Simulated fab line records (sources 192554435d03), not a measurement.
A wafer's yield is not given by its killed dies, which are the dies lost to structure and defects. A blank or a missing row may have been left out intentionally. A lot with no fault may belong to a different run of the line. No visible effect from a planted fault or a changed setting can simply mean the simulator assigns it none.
Comparing a struck lot with a sound one || flow n5Finfet || 14 steps out of a route of 1938
Sound: these wafers, L155.3, L155.4, L155.6. The struck wafers were L173.3, L173.4, L173.6. At the end, the cause is stated.
For every step that has rows: the tool of each side, followed by ch and its chambers, followed by its first start. Under that, the readings that differ: sound wafers || struck wafers || difference of the means || sigmas: that difference in standard deviations of wafers without a fault.
alike: readings whose means differ by less than 2 such deviations, and words and numbers that are the same on both sides. not compared: withheld readings, readings that some wafer has no value for, bounds like >300 that may hide the same value, and numbers for which the record gives no deviation and whose values overlap.
A row with sigmas, a row that says differs or no value, or rows on one side alone: a step with any of these is where the two part. Non-overlapping numbers with no deviation appear without sigmas and do not part them. A reading that every wafer of one side lacks parts them only if that side has two wafers or more.

N5_SD_ACTIVATION_RS_MEAS_03: a four-point-probe measurement.
  sound: filmMetro-01 at day 4 12:28; struck: filmMetro-02 at day 8 23:52
{"reading": "RS_SD_N (ohm/sq)", "sound": "21.92 22.04 22.48", "struck": "21.61 21.44 21.63", "difference": -0.59, "sigmas": -2}
{"reading": "RS_SD_P (ohm/sq)", "sound": "55.0 55.0 54.7", "struck": "57.1 57.0 56.8", "difference": "+2.1", "sigmas": "+2"}
N5_SD_ACTIVATION_INSPECT_02: inspects for defects (darkfield).
  sound: defectInspect-02 at day 4 12:44; struck: defectInspect-02 at day 9 00:10
{"reading": "rawDefectCount", "sound": "199 170 187", "struck": "135 106 117", "difference": -66, "sigmas": -2}
N5_ILD0_LINER_00: material SiNx, target thk 4 nm, pulse time 1 s, purge time 2 s.
  sound on aldSin-02 ch 1,2,3, day 4 12:47; struck on aldSin-03 ch 1,3, day 9 00:12
  alike: heaterPowerW, precursorPulseHeightRel
then, 2 steps without rows for these wafers: N5_ILD0_FCVD_FILL_01 (material SiO2 flowable, target thk 200 nm, time 328.3 s); N5_ILD0_CURE_02 (time 1800 s).
N5_ILD0_CMP_03: polishes, stops on SiNx, t overpolish 1.9 s, target thk 197.38 nm.
  sound on cmp-04 ch 2,3, day 4 15:09; struck on cmp-02 ch 0,2,3, day 9 02:35
{"reading": "overpolishRunS (s)", "sound": "1.913 1.914 1.910", "struck": "1.887 1.892 1.897", "difference": -0.020, "sigmas": -2}
  alike: headPressurePsi, motorCurrentA, timeToEndpointS
N5_ILD0_THK_MEAS_04:
  sound: filmMetro-01 at day 4 15:27; struck: filmMetro-01 at day 9 02:52
  alike: thkNm
N5_ILD0_CMP_07: polishes SiO2 flowable, stops on poly-Si, t overpolish 1.18 s, target thk 138.88 nm.
  sound on cmp-02 ch 1,2, day 4 15:29; struck on cmp-04 ch 1,3, day 9 02:56
  alike: headPressurePsi, motorCurrentA
N5_ILD0_THK_MEAS_08:
  sound: filmMetro-02 at day 4 15:46; struck: filmMetro-01 at day 9 03:12
  alike: thkNm
then, 1 step without rows for these wafers: N5_ILD0_PRECLEAN_10 (cleans in NF3:NH3, afs cycles 5, time 20 s, sublimation time 60 s).
N5_ILD0_ALD_15: deposits SiNx, target thk 24 nm, pulse time 1 s, ald cycles 480.
  sound on aldSin-04 ch 0,1,3, day 4 16:35; struck on aldSin-02 ch 1,2, day 9 03:55
  alike: heaterPowerW, precursorPulseHeightRel
N5_ILD0_CMP_12: polishes SiNx, stops on poly-Si, t overpolish 6 s, target thk 17.67 nm.
  sound on cmp-02 ch 0,1,3, day 4 18:52; struck on cmp-02 ch 0,1, day 9 06:07
{"reading": "headPressurePsi (psi)", "sound": "2.499 2.508 2.510", "struck": "2.166 2.178 2.178", "difference": -0.332, "sigmas": -60}
  alike: motorCurrentA, overpolishRunS, timeToEndpointS
N5_ILD0_THK_MEAS_13:
  sound: filmMetro-02 at day 4 19:05; struck: filmMetro-02 at day 9 06:25
  alike: thkNm
-- the record jumps here: 5 days lie between the struck wafers' starts before and after (it left off in module ILD0 and takes up again in module BEOL_M4, whose first step shown is number 1111 of the route) --
N5_BEOL_M4_RC_MEAS_101:
  sound on prober-01 ch 0, day 9 07:32; struck on prober-02 ch 0, day 13 19:11
{"reading": "ION_N (uA/um)", "sound": "638 660 670", "struck": "679 678 687", "difference": "+25", "sigmas": "+2"}
  alike: DIBL_N, DIBL_P, IOFF_N, IOFF_P, ION_P, SS_N, SS_P, VT_N, VT_P

== WHERE THEY PART ==
Last at N5_BEOL_M4_RC_MEAS_101 as far as this record goes, first at N5_SD_ACTIVATION_RS_MEAS_03.

WHY: the cause the simulator had injected
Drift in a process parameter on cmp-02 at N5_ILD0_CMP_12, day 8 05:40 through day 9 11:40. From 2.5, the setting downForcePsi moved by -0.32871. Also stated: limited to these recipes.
